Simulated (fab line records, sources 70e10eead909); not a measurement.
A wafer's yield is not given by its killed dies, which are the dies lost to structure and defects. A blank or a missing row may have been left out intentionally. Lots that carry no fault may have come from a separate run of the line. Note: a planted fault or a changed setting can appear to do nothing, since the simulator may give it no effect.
Which of the tools did it? ; flow nand_harc ; 6 lots with 18 wafers sampled at 5 steps, on a route of 1302 steps

## WHAT EACH GAUGE READ, for each wafer
NHARC_END_SORT_01.
lot;measured;on;killed_dies
L642;day 26 16:12;prober-01;677 677 677
L649;day 29 05:47;prober-01;69 73 61
L651;day 31 03:28;prober-01;66 77 86
L653;day 31 12:43;prober-01;100 93 71
L658;day 33 03:31;prober-01;61 62 65
L660;day 33 12:38;prober-01;34 49 42

## WHICH TOOL RAN EACH LOT (tool, then ch and the chambers of the sampled wafers, then the start)
lot;NHARC_A_STAIRCASE_TRIM_226;NHARC_A_STAIRCASE_HM_DEP_456;NHARC_A_STAIRCASE_DEP_259;NHARC_A_STAIRCASE_ETCH_271
L642;rie_diel-01 ch 0,2,3, day 18 06:58 or earlier;acl_dep-02 ch 0, day 18 06:58;pecvd-01 ch 0,1,2, day 18 08:49;rie_diel-04 ch 0,1,3, day 18 09:55
L649;rie_diel-04 ch 0,1,2, day 21 06:05 or earlier;acl_dep-03 ch 0, day 21 06:05;pecvd-01 ch 0,1, day 21 07:55;rie_diel-04 ch 0,2, day 21 08:59
L651;rie_diel-01 ch 0,2,3, day 22 16:24 or earlier;acl_dep-02 ch 0, day 22 16:24;pecvd-01 ch 0,1, day 22 18:01;rie_diel-04 ch 0,2,3, day 22 19:04
L653;rie_diel-09 ch 0,1,2, day 23 11:09 or earlier;acl_dep-01 ch 0, day 23 11:09;pecvd-04 ch 0,1,2, day 23 13:01;rie_diel-01 ch 1,2,3, day 23 14:06
L658;rie_diel-04 ch 0,1,2, day 24 23:29 or earlier;acl_dep-01 ch 0, day 24 23:29;pecvd-03 ch 0,1, day 25 01:22;rie_diel-09 ch 1,2, day 25 02:27
L660;rie_diel-01 ch 1,2,3, day 25 20:52 or earlier;acl_dep-01 ch 0, day 25 20:52;pecvd-03 ch 0,1, day 25 22:25;rie_diel-04 ch 0,2,3, day 25 23:21
- NHARC_A_STAIRCASE_TRIM_226: chemistry O2, time 211.2 s.
- NHARC_A_STAIRCASE_HM_DEP_456: deposits aC, target thk 3100 nm.
- NHARC_A_STAIRCASE_DEP_259: deposits SiON, target thk 30 nm.
- NHARC_A_STAIRCASE_ETCH_271: etches the open film in CF4/CHF3.

## THE ANSWER, worked out from the rows above alone
Rule: the lots themselves supply what counts as usual. The widest of any qualifying gaps counts: lots, ordered by their means at a reading, are off when they make up no more than a third of the lots, leave a main group of 4 or more, and stand apart from it by 3 or more times the standard deviation of that group's means. A main group is skipped when, at the precision printed for the reading in the tables above, its means are all equal. A lot without any number at a reading at which 4 lots or more have one is off too. The other lots that the step has rows for count as sound.
Off: L642 (NHARC_END_SORT_01, killed_dies). Main group: mean 67, sd 15.
A tool fits if, at a process step before that reading, it ran every lot that is off, and no sound lot after the first of them. The gauges at NHARC_END_SORT_01 are tried like those tools. NHARC_A_STAIRCASE_TRIM_226 gives no start for some lots, so the hours and the order of its lots are those of NHARC_A_STAIRCASE_HM_DEP_456. No candidate that was tried fits.

## WHAT WAS PUT IN BY THE SIMULATOR
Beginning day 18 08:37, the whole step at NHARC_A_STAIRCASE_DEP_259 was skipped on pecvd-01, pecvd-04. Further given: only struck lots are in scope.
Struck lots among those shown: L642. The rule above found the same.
